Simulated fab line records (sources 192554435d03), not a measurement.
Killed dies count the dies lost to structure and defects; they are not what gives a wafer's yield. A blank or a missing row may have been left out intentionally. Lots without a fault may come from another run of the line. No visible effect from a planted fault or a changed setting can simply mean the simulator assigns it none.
Comparing a struck lot with a sound one / flow n5-finfet / 15 out of 1938 route steps
Sound: the wafers L927.1, L927.3, L927.5. Wafers struck: L937.1, L937.2, L937.6. The cause comes at the end.
Per side, at each step with rows, come the tool, then ch with its chambers, and then its first start. Under that, the readings that differ: sound wafers / struck wafers / difference of the means / sigmas: that difference in standard deviations of wafers without a fault.
alike: words and numbers the same on both sides, and readings whose means are apart by under 2 such deviations; not compared: readings that were withheld, readings missing a value for some wafer, numbers with overlapping values and no deviation given by the record, and bounds like >300 which may hide the same value.
A row with sigmas, a row that says differs or no value, or rows on one side alone: a step with any of these is where the two part. Numbers that have no deviation but don't overlap get no sigmas and don't part them. Lack of a reading on every wafer of one side parts them only where that side has two or more wafers.

N5_BEOL_M14_CMP_49: polishes, stops on SiO2, t overpolish 5.2 s, target thk 560 nm.
  sound on cmp-04 ch 1,3, day 17 03:31; struck on cmp-03 ch 0,2, day 21 22:26
  alike: barrier-field-endpoint-s, motor-current-A, overpolish-run-s, platen-rpm, time-to-endpoint-s
N5_BEOL_M14_THK_MEAS_50: measures by xrf.
  sound on film-metro-01 at day 17 03:48; struck on film-metro-02 at day 21 22:44
  alike: M14_THK
then, 1 step without rows for these wafers: N5_BEOL_M14_PRE_CLEAN_52 (time 15 s).
N5_BEOL_M14_DEP_53: deposits SiCN from 3MS/NH3, target thk 50 nm, time 17.8 s.
  sound on pecvd-04 ch 0,2, day 17 03:52; struck on pecvd-02 ch 0,2, day 21 22:48
  alike: showerhead-plenum-p-Torr, throttle-valve-pct
N5_BEOL_M14_RS_MEAS_54: the measuring method here is four-point-probe.
  sound on film-metro-01 at day 17 03:56; struck on film-metro-02 at day 21 22:52
  alike: M14_RS
N5_BEOL_M14_INSPECT_55: inspects for defects (darkfield).
  sound on defect-inspect-02 at day 17 03:58; struck on defect-inspect-01 at day 21 22:53
  alike: raw-defect-count
N5_BEOL_M15_ILD_DEP_00: deposits SiO2 from TEOS/O2, target thk 1629.3 nm, time 346.1 s.
  sound on pecvd-04 ch 0,1,2, day 17 04:01; struck on pecvd-03 ch 1,2, day 21 22:56
  alike: heater-power-w, showerhead-plenum-p-Torr, throttle-valve-pct
N5_BEOL_M15_THK_MEAS_01:
  sound on film-metro-01 at day 17 04:16; struck on film-metro-01 at day 21 23:11
  alike: M15_ILD_THK
then, 4 steps without rows for these wafers: N5_BEOL_M15_COAT_58 (time 60 s, resist thk 89 nm); N5_BEOL_M15_COAT_04 (resist thk 800 nm); N5_BEOL_M15_EBR_06; N5_BEOL_M15_SOFTBAKE_05 (time 60 s).
N5_BEOL_M15_EXPOSE_07: exposes mask V14.
  sound on krf-scanner-02 ch 0, day 17 04:24; struck on krf-scanner-02 ch 0, day 21 23:19
reading=exposure-dose-mJ-cm2; sound=41.22 41.24 41.17; struck=40.61 40.54 40.61; difference=-0.62; sigmas=-12
  alike: mask
then, 2 steps without rows for these wafers: N5_BEOL_M15_PEB_08 (peb time 90 s); N5_PASSIVATION_PROBE_49.

== WHERE THEY PART ==
N5_BEOL_M15_EXPOSE_07 only, going by this record.

WHY: what had been put in by the simulator
Drift in process parameters on krf-scanner-02 at N5_BEOL_M15_EXPOSE_07, starting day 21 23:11. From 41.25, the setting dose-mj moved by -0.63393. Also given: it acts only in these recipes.
